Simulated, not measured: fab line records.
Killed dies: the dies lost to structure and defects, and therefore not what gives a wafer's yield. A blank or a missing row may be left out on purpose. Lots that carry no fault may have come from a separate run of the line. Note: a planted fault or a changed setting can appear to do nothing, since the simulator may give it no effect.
Chamber matching | flow nandHarc | rieDiel-07 running NHARC_A_CONTACT_ETCH_110: 4 sister chambers
The step etches the open film in CF4/O2, target depth 60 nm, overetch 6 nm, time 33 s. 7 wafers are shown with their chamber, then 7 later ones without.

WAFERS WITH THEIR CHAMBER
wafer  | chamber | showerheadPlenumPTorr (Torr) | drypumpMotorCurrentA (A)
L561.2 | 1       | 1.39                         | 6.0
L561.5 | 2       | 1.44                         | 6.0
L564.2 | 3       | 1.37                         | 6.2
L564.3 | 1       | 1.39                         | 5.9
L564.5 | 0       | 1.39                         | 6.1
L565.3 | 0       | 1.39                         | 6.1
L565.5 | 3       | 1.36                         | 6.3

WAFERS MISSING THEIR CHAMBER
wafer  | showerheadPlenumPTorr (Torr) | drypumpMotorCurrentA (A)
L565.6 | 1.43                         | 6.1
L577.1 | 1.43                         | 6.1
L577.3 | 1.38                         | 5.9
L577.4 | 1.36                         | 6.3
L580.2 | 1.38                         | 6.1
L580.3 | 1.38                         | 5.9
L580.6 | 1.43                         | 6.1

THE CHAMBER EACH PASSED THROUGH
wafer  | from the rows above     | in truth
L565.6 | 2                       | 2
L577.1 | 2                       | 2
L577.3 | can't be placed: 1 or 0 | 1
L577.4 | 3                       | 3
L580.2 | can't be placed: 0 or 1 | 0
L580.3 | can't be placed: 1 or 0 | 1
L580.6 | 2                       | 2
Correct placement for 4 of the 7. Unplaceable from these rows: 3, with the true chamber sitting among the candidates in 3. 0 placed wrongly.
How it was worked out, from the rows above alone: a wafer's distance from a chamber is the root of the sum, over the readings, of the square of ((its reading less the chamber's mean) divided by the reading's scatter). If the next closest chamber is less than 2 further off than the closest, the wafer can't be placed; otherwise it belongs to the closest. A chamber's mean is the mean of its shown wafers. How the scatter is found: for the shown wafers, subtract from each reading the mean of its chamber, square and add these, divide the total by (wafers less chambers), then take the root.
